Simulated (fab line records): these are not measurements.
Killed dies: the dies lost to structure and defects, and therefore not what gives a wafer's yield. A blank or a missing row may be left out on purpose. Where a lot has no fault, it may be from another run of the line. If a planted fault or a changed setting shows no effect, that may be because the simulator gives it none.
A sampling plan put to the test    flow n5Finfet    one fab line, 33 faults that these records tell of, each judged on the records of the lots that it struck; 1 more is left out, because the records don't allow judging it
The plan is the line's own looks: the steps of the route at which a gauge or an inspection reads the wafer and doesn't change it. A look is open to judgement when struck wafers have a number at it and the file gives its usual mean and standard deviation on fault-free wafers. Caught: at a look after the fault's first step, the mean of the struck wafers lies 4 or more of those standard deviations (sigma) from the usual mean. On the tool: the test repeated on the tool's own readings taken at the fault's steps. If the struck wafers alone have a blank record, or they carry another recipe, that too counts as caught.

## THE FAULTS, as the simulator had put them in
1. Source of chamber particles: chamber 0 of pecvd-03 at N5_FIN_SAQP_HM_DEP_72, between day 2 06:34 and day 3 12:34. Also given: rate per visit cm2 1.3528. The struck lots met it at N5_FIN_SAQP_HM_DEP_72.
2. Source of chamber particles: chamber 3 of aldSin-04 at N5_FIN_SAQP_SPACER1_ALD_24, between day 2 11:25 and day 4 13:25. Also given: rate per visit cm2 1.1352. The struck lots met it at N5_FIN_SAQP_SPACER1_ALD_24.
3. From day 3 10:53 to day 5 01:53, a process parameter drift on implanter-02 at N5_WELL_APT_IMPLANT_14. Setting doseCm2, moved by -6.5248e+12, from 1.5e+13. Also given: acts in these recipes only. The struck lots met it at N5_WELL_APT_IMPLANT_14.
4. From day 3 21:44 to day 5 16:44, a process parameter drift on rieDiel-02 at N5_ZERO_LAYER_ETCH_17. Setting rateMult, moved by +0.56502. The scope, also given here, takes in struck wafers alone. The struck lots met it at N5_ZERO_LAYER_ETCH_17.
5. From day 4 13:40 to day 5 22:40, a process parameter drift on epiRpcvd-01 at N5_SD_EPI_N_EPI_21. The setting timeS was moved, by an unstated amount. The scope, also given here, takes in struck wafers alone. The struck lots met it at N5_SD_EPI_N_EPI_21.
6. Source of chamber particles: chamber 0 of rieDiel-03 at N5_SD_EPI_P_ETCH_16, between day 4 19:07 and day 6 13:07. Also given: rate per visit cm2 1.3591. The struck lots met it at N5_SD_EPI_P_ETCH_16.
7. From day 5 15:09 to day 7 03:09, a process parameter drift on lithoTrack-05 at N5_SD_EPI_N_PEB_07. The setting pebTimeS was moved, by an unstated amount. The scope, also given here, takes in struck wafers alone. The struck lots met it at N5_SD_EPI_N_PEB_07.
8. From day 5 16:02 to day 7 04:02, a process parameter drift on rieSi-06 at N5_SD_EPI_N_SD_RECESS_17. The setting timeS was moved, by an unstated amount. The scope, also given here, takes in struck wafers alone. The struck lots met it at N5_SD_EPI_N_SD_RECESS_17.
9. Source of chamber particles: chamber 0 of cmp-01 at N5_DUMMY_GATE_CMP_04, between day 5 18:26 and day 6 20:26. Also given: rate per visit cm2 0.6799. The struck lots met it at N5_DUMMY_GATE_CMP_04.
10. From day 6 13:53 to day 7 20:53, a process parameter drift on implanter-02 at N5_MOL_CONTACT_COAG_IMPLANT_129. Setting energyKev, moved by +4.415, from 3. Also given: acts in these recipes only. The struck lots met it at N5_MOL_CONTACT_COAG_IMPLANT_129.
11. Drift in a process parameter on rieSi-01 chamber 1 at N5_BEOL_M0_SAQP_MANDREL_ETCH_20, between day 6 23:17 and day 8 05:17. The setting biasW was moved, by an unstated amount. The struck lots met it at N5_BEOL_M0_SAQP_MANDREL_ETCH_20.
12. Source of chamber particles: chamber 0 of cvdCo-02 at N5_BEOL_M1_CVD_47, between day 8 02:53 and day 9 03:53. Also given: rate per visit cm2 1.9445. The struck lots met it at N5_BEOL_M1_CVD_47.
13. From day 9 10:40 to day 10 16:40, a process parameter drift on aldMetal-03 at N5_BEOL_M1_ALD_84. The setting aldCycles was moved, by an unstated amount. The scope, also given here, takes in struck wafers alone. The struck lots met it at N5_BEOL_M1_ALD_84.
14. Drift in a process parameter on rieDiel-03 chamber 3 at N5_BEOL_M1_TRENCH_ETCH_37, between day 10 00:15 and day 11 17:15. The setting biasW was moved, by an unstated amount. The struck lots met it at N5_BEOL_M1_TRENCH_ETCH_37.
15. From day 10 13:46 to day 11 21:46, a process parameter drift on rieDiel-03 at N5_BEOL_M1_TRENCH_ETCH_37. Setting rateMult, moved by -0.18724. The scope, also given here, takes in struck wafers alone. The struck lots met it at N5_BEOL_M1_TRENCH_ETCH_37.
16. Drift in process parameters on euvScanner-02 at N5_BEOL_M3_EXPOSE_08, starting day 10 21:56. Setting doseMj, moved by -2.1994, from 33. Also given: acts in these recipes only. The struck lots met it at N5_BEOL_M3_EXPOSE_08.
17. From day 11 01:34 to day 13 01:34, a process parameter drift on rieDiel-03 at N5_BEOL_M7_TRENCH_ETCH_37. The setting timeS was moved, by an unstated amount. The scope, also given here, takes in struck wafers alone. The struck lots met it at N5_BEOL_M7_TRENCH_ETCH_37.
18. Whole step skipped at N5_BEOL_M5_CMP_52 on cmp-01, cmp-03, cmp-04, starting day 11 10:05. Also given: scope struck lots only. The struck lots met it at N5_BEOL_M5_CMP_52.
19. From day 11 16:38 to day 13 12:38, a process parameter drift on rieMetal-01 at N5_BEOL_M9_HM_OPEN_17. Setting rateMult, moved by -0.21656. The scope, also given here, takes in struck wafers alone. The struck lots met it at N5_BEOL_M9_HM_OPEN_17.
20. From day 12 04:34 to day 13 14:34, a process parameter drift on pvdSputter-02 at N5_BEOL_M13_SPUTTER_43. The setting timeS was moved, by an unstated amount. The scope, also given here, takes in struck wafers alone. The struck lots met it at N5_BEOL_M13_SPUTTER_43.
21. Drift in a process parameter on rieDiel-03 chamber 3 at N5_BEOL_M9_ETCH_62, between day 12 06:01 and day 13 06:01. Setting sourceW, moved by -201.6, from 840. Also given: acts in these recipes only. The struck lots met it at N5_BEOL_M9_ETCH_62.
22. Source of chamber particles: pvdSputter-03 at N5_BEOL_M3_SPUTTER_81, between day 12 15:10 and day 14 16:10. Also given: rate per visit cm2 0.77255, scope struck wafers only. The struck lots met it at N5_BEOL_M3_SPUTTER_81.
23. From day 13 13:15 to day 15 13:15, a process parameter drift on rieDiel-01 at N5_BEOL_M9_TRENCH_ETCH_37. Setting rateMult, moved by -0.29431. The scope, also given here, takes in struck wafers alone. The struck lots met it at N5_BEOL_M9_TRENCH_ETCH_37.
24. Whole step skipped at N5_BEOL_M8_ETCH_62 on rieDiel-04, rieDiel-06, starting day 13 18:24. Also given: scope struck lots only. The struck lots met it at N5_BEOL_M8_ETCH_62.
25. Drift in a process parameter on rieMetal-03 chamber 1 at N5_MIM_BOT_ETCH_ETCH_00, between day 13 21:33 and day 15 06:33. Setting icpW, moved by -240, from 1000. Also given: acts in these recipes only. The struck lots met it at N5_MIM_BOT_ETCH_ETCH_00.
26. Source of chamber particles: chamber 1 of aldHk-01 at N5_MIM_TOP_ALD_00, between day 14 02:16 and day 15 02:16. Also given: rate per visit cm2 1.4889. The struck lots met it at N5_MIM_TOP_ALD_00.
27. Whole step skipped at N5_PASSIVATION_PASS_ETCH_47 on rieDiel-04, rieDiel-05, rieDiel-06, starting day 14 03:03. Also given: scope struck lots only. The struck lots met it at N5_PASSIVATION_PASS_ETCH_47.
28. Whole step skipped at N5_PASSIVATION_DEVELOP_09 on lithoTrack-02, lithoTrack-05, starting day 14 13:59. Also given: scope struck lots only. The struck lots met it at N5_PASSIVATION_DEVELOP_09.
29. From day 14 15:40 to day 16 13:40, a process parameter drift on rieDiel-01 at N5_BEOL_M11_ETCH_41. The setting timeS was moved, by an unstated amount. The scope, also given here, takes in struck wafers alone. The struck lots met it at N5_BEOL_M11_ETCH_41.
30. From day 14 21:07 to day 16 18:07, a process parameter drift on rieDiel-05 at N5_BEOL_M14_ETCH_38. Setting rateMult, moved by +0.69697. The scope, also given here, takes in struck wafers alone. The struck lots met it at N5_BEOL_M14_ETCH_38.
31. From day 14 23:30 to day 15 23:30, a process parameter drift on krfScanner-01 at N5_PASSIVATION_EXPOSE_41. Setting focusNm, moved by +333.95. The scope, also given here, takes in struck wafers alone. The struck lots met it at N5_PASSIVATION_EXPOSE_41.
32. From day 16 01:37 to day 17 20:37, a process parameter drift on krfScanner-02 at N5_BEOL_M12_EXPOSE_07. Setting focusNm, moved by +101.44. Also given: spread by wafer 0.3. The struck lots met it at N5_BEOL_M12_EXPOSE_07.
33. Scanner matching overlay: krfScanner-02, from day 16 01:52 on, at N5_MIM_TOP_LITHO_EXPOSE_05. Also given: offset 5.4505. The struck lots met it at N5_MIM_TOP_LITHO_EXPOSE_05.

## WHAT THE PLAN SAW
fault  on the tool itself                                first look that catches it                       reading, sigma        median hours from its first step to that look  hours from the fault's start to the first struck lot there  judged looks passed uncaught
1      under 2 sigma                                     N5_FIN_SAQP_INSPECT_18                           rawDefectCount +8.4   0.5                                            3                                                           1
2      under 2 sigma                                     N5_FIN_SAQP_INSPECT_40                           rawDefectCount +13    4.8                                            9                                                           1
3      doseIonsCm2 -99 or beyond sigma                   N5_BEOL_M4_RC_MEAS_101                           RS_NWELL +63          162.2                                          173                                                         2
4      only faintly: oesProductAu +2.5 sigma             not the one look that can be judged after it     -                     -                                              -                                                           1
5      no reading that can be judged                     N5_SD_EPI_N_EPI_MEAS_23                          thkNm +4.7            1.7                                            5                                                           0
6      under 2 sigma                                     N5_SD_EPI_P_INSPECT_26                           rawDefectCount +23    3.1                                            8                                                           0
7      heaterPowerTotalW +6.0 sigma                      N5_SD_EPI_N_CD_MEAS_09                           cdNm -6.1             0.1                                            2                                                           0
8      under 2 sigma                                     N5_BEOL_M4_RC_MEAS_101                           IOFF_N +99 or beyond  123.0                                          123                                                         0
9      under 2 sigma                                     N5_DUMMY_GATE_INSPECT_17                         rawDefectCount +7.4   5.6                                            9                                                           2
10     beamEnergyKeV +99 or beyond sigma                 not the one look that can be judged after it     -                     -                                              -                                                           1
11     biasW +96 sigma                                   none of the 2 looks that can be judged after it  -                     -                                              -                                                           2
12     no reading that can be judged                     no look after it can be judged                   -                     -                                              -                                                           0
13     under 2 sigma                                     N5_BEOL_M4_RC_MEAS_101                           COMB_M1 +33           43.1                                           51                                                          0
14     biasW -56 sigma                                   not the one look that can be judged after it     -                     -                                              -                                                           1
15     under 2 sigma                                     N5_BEOL_M1_OCD_MEAS_38                           trenchDepthNm -11     0.2                                            3                                                           0
16     exposureDoseMJCm2 -49 sigma                       N5_BEOL_M3_CD_MEAS_11                            cdNm -5.0             0.1                                            3                                                           0
17     only faintly: runLengthS +3.8 sigma               N5_BEOL_M7_OCD_MEAS_38                           trenchDepthNm +4.9    0.1                                            37                                                          0
18     the tool's record is blank for the struck wafers  N5_BEOL_M5_THK_MEAS_53                           M5_THK +99 or beyond  0.3                                            2                                                           0
19     under 2 sigma                                     no look after it can be judged                   -                     -                                              -                                                           0
20     under 2 sigma                                     no look after it can be judged                   -                     -                                              -                                                           0
21     rfFwdPowerW -85 sigma                             no look after it can be judged                   -                     -                                              -                                                           0
22     under 2 sigma                                     no look after it can be judged                   -                     -                                              -                                                           0
23     only faintly: oesProductAu -2.0 sigma             N5_BEOL_M9_OCD_MEAS_38                           trenchDepthNm -21     0.2                                            6                                                           0
24     the tool's record is blank for the struck wafers  no look after it can be judged                   -                     -                                              -                                                           0
25     rfFwdPowerW -76 sigma                             no look after it can be judged                   -                     -                                              -                                                           0
26     under 2 sigma                                     not the one look that can be judged after it     -                     -                                              -                                                           1
27     the tool's record is blank for the struck wafers  no look after it can be judged                   -                     -                                              -                                                           0
28     no reading that can be judged                     no look after it can be judged                   -                     -                                              -                                                           0
29     runLengthS +16 sigma                              no look after it can be judged                   -                     -                                              -                                                           0
30     oesProductAu +5.7 sigma                           not the one look that can be judged after it     -                     -                                              -                                                           1
31     no reading that can be judged                     N5_PASSIVATION_CD_MEAS_44                        cdNm +19              0.2                                            4                                                           0
32     exposureDoseMJCm2 +5.6 sigma                      N5_BEOL_M12_CD_MEAS_10                           cdNm -4.6             0.2                                            27                                                          0
33     no reading that can be judged                     no look after it can be judged                   -                     -                                              -                                                           0
Dash: fault not caught, or number not given in these records.

Caught at a look: 16 of 33. Caught on the tool: 14 of 33. By one or the other: 25 of 33.
Caught on the tool alone: faults 10, 11, 14, 21, 24, 25, 27, 29, 30.
Caught at a look alone: faults 1, 2, 5, 6, 8, 9, 13, 15, 17, 23, 31.
Caught by neither: faults 4, 12, 19, 20, 22, 26, 28, 33.

## THINNER SAMPLING
If the look that catches a fault measured only every second or every third lot, by lot number, the first struck lot would be measured this late in the worst case:
fault  struck lots at that look, in order of time  every lot  every second lot  every third lot
1      L564, L565                                  3 h        9 h               may miss all 2
2      L869, L875                                  9 h        may miss all 2    may miss all 2
3      L914, L916                                  173 h      may miss all 2    may miss all 2
5      L523, L525                                  5 h        may miss all 2    may miss all 2
6      L438                                        8 h        may miss it       may miss it
7      L441, L442, L443                            2 h        6 h               15 h
8      L551, L552                                  123 h      129 h             may miss all 2
9      L608, L609                                  9 h        17 h              may miss all 2
13     L407, L408                                  51 h       57 h              may miss all 2
15     L844, L845                                  3 h        5 h               may miss all 2
16     L292, L294, L293                            3 h        16 h              16 h
17     L264                                        37 h       may miss it       may miss it
18     L538, L539, L540                            2 h        17 h              21 h
23     L219, L220, L222                            6 h        18 h              may miss all 3
31     L860, L861, L862                            4 h        8 h               21 h
32     L773                                        27 h       may miss it       may miss it
Hours count from the start of the fault until the first struck lot that is measured. 4 sigma limit: tested on the pooled struck wafers, so a lone lot may be under it. Other struck lots may not be in these records.

## THE LONGEST TIMED WAY FROM STEP TO LOOK
Fault 3: median gap of 162.2 hours between N5_WELL_APT_IMPLANT_14 and N5_BEOL_M4_RC_MEAS_101. The looks between them that can be judged stayed within 4 sigma: N5_WELL_APT_INSPECT_38, N5_PMOS_HMC_CHANNEL_EPI_OVL_MEAS_10.
